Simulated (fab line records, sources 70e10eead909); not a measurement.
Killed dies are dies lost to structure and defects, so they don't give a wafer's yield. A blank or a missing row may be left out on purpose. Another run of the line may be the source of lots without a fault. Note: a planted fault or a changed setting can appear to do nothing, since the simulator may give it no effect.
Matching of chambers | flow nandHarc | aldHk-02 running NHARC_A_CHANNEL_FILL_D1_ALD_25: 4 sister chambers
The step deposits SiOx, target thk 60 nm, pulse time 10 s, ald cycles 600. 24 wafers are shown with their chamber, then 12 later ones without.

== WAFERS PAIRED WITH THEIR CHAMBERS ==
wafer  | chamber | heaterPowerW (W) | precursorPulseHeightRel
L075.3 | 3       | 482              | 1.001
L075.4 | 2       | 439              | 1.033
L075.6 | 2       | 433              | 1.023
L078.2 | 1       | 450              | 0.997
L078.1 | 3       | 458              | 0.976
L078.6 | 0       | 534              | 1.014
L079.3 | 3       | 470              | 0.988
L079.2 | 2       | 441              | 0.984
L079.6 | 0       | 522              | 0.999
L080.1 | 3       | 478              | 1.022
L080.2 | 0       | 537              | 1.012
L080.4 | 1       | 445              | 1.015
L089.3 | 2       | 428              | 0.981
L089.5 | 2       | 413              | 1.028
L089.6 | 3       | 431              | 0.990
L090.2 | 0       | 525              | 1.030
L090.3 | 1       | 432              | 0.996
L090.1 | 2       | 421              | 1.015
L090.4 | 3       | 430              | 1.015
L090.6 | 0       | 516              | 0.997
L090.5 | 1       | 420              | 1.011
L092.3 | 0       | 532              | 0.998
L092.4 | 2       | 419              | 1.016
L092.6 | 0       | 531              | 1.005

SIGNATURES (means of the wafers above)
reading                 | chamber 0 | chamber 1 | chamber 2 | chamber 3 | scatter within a chamber
heaterPowerW            | 528.14    | 436.75    | 427.71    | 458.17    | 14.5
precursorPulseHeightRel | 1.00786   | 1.00475   | 1.01143   | 0.99867   | 0.0162
Rule: for a wafer and a chamber, the distance is found by dividing, reading by reading, the gap between the wafer's reading and the chamber's mean by the reading's scatter, squaring, summing and taking the root. The wafer belongs to the nearest chamber; if the next one is less than 2 further off, it can't be placed. The scatter: the root of (the sum of the squares of (reading less its chamber's mean) over the shown wafers, divided by (wafers less chambers)).

== WAFERS MISSING THEIR CHAMBER ==
wafer  | heaterPowerW (W) | precursorPulseHeightRel
L093.3 | 433              | 0.978
L093.2 | 518              | 0.980
L093.4 | 434              | 1.000
L093.1 | 428              | 1.015
L093.5 | 434              | 0.990
L093.6 | 527              | 1.024
L094.1 | 432              | 1.036
L094.2 | 425              | 0.996
L094.5 | 412              | 1.012
L095.4 | 431              | 0.978
L095.5 | 422              | 1.019
L095.6 | 433              | 1.017

== THE CHAMBER EACH PASSED THROUGH ==
wafer  | from the rows above          | in truth
L093.3 | can't be placed: 1 or 2 or 3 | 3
L093.2 | 0                            | 0
L093.4 | can't be placed: 1 or 2 or 3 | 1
L093.1 | can't be placed: 2 or 1      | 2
L093.5 | can't be placed: 1 or 2 or 3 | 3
L093.6 | 0                            | 0
L094.1 | can't be placed: 2 or 1 or 3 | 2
L094.2 | can't be placed: 2 or 1 or 3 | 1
L094.5 | can't be placed: 2 or 1      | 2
L095.4 | can't be placed: 1 or 2 or 3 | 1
L095.5 | can't be placed: 2 or 1      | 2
L095.6 | can't be placed: 2 or 1 or 3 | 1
Placed correctly: 2 of 12. These rows do not allow placing 10 (true chamber among the candidates in 10). Number placed wrongly: 0.
